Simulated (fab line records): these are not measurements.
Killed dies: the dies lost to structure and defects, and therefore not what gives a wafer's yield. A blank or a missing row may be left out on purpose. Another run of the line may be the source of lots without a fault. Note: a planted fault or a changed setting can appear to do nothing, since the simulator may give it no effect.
Chamber matching -- flow nand_harc -- 4 sister chambers for NHARC_HYBRID_BOND_ACTIVATE_00 on rie_diel-05
The step chemistry N2, time 60 s. 4 wafers are shown with their chamber, then 12 later ones without.

## WAFERS WITH THEIR CHAMBER
wafer,chamber,showerhead_plenum_p_Torr (Torr)
L848.6,2,1.78
L850.2,1,1.62
L850.4,3,1.74
L850.5,0,1.87

## WAFERS MISSING THEIR CHAMBER
wafer,showerhead_plenum_p_Torr (Torr)
L849.2,1.87
L849.4,1.62
L849.5,1.74
L855.2,1.74
L855.4,1.87
L855.6,1.74
L856.2,1.87
L856.4,1.78
L856.6,1.87
L857.1,1.74
L857.2,1.87
L857.3,1.92

## EACH ONE'S CHAMBER
wafer,from the rows above,in truth
L849.2,0,0
L849.4,1,1
L849.5,3,3
L855.2,3,3
L855.4,0,0
L855.6,3,3
L856.2,0,0
L856.4,2,2
L856.6,0,0
L857.1,3,3
L857.2,0,0
L857.3,0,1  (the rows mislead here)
11 of 12 placed correctly. Number that these rows cannot place: 0. 1 placed wrongly.
How it was worked out, from the rows above alone: a wafer's distance from a chamber is the root of the sum, over the readings, of the square of ((its reading less the chamber's mean) divided by the reading's scatter). The wafer belongs to the nearest chamber; if the next one is less than 2 further off, it can't be placed. Each chamber's mean is taken over the wafers shown for it. The scatter: root of mean squared gap, hidden wafer to nearest shown wafer, with one shown wafer a chamber.
